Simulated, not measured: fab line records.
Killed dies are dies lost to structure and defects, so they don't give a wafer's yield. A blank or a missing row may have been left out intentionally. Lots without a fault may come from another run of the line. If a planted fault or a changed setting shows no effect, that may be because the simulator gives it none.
Struck lot and sound lot, side by side    flow nand-harc    15 out of 1159 route steps
Sound: these wafers, L184.1, L184.2, L184.3. Struck: wafer L190.2; the same lot's L190.1 was not struck, so it is left out; see the end for the cause.
Per side, at each step with rows, come the tool, then ch with its chambers, and then its first start. Under that, the readings that differ: sound wafers    struck wafers    difference of the means    sigmas: that difference in standard deviations of wafers without a fault.
alike: a reading whose means differ by less than 2 such deviations, as well as words and numbers matching on both sides. not compared: withheld readings; readings where some wafer has no value; bounds like >300 that might hide an equal value; numbers whose values overlap and for which the record gives no deviation.
Wherever a step has rows on one side only, a row that says differs or no value, or a row with sigmas, the two part there. Numbers that don't overlap but have no deviation are shown without sigmas and don't part them. A reading that every wafer of one side lacks parts them only if that side has two wafers or more.

first, 5 steps without rows for these wafers: NHARC_A_CONTACT_SOFTBAKE_03 (time 55 s); NHARC_A_CONTACT_EBR_04; NHARC_A_CONTACT_EXPOSE_05 (exposes mask A CC); NHARC_A_CONTACT_PEB_06 (peb time 65 s); NHARC_A_CONTACT_DEVELOP_07 (develop time 35 s).
NHARC_A_CONTACT_CD_MEAS_08: target cd 100 nm.
  sound on cd-sem-02 ch 0, day 16 22:35; struck on cd-sem-01 ch 0, day 18 22:05
  alike: cd-nm
NHARC_A_CONTACT_OVL_MEAS_09:
  sound: overlay-01 at day 16 22:40; struck: overlay-01 at day 18 22:10
  alike: overlay-x-nm, overlay-y-nm
NHARC_A_CONTACT_INSPECT_10:
  sound: defect-inspect-02 at day 16 22:43; struck: defect-inspect-02 at day 18 22:13
  alike: raw-defect-count
NHARC_A_CONTACT_DESCUM_13: chemistry O2, time 3 s.
  sound on rie-diel-02 ch 1,2,3, day 16 22:47; struck on rie-diel-09 ch 3, day 18 22:17
reading                 sound     struck  difference  sigmas
rf-hours-counter-h (h)  17 16 15  34      +18         
  alike: drypump-motor-current-A, oes-product-au, rf-vpp-V, showerhead-plenum-p-Torr, throttle-valve-pct
NHARC_A_CONTACT_ETCH_88: etches the open film in CF4, target depth 39 nm, time 65 s.
  sound on rie-diel-02 ch 0,1,2, day 16 22:51; struck on rie-diel-09 ch 0, day 18 22:22
reading                 sound                 struck  difference  sigmas
rf-hours-counter-h (h)  17 16 15              31      +15         
throttle-valve-pct (%)  13.308 13.296 13.291  13.277  -0.021      -2
  alike: drypump-motor-current-A, oes-product-au, rf-vpp-V, run-length-s, showerhead-plenum-p-Torr
NHARC_A_CONTACT_ETCH_89: etches the open film in N2/H2, target depth 260 nm, time 475.3 s.
  sound: rie-diel-02 ch 1,2,3; struck: rie-diel-09 ch 0
reading                 sound     struck  difference  sigmas
rf-hours-counter-h (h)  16 17 15  31      +15         
  alike: drypump-motor-current-A, oes-product-au, rf-vpp-V, run-length-s, showerhead-plenum-p-Torr, throttle-valve-pct
NHARC_A_CONTACT_ETCH_30: etches the open film in CF4/CHF3, target depth 60.5 nm, time 30.2 s.
  sound: rie-diel-02 ch 0,1,3; struck: rie-diel-09 ch 1
reading                 sound     struck  difference  sigmas
rf-hours-counter-h (h)  17 16 15  29      +13         
  alike: drypump-motor-current-A, oes-product-au, rf-vpp-V, run-length-s, showerhead-plenum-p-Torr, throttle-valve-pct
NHARC_A_CONTACT_ETCH_31: etches the open film in O2/COS, target depth 2000 nm, time 520 s.
  sound on rie-diel-02 ch 1,2,3, day 16 23:22; struck on rie-diel-09 ch 2, day 18 22:59
reading                          sound              struck  difference  sigmas
oes-product-au (a.u.)            1.002 1.002 1.028  0.982   -0.029      -3
rf-hours-counter-h (h)           17 15 16           31      +15         
rf-vpp-V (V)                     318.2 318.3 313.2  311.8   -4.8        -2
run-length-s (s)                 541.0 541.7 541.0  402.8   -138.4      -99 or more
showerhead-plenum-p-Torr (Torr)  3.36 3.36 3.03     2.89    -0.36       -2
  alike: drypump-motor-current-A, throttle-valve-pct
NHARC_A_CONTACT_ETCH_134: etches the open film in C4F8/O2/Ar, time 140 s, target depth 700 nm.
  sound on har-cap-etch-01 ch 0,1, day 16 23:46; struck on har-cap-etch-01 ch 0, day 18 23:21
  alike: run-length-s
  not compared: rf-hours-counter-h
-- jump in the record: it breaks off in module A_CONTACT and resumes in module END (first step shown: number 1159 of the route), and 2 days separate the struck wafers' starts before and after --
NHARC_END_SORT_01:
  at this point the record logs the struck wafers (prober-02 ch 0, day 21 03:10) and has no rows for the sound ones

WHERE THEY PART
At NHARC_A_CONTACT_ETCH_88 first; at NHARC_END_SORT_01 last (within this record only).

WHY: what had been put in by the simulator
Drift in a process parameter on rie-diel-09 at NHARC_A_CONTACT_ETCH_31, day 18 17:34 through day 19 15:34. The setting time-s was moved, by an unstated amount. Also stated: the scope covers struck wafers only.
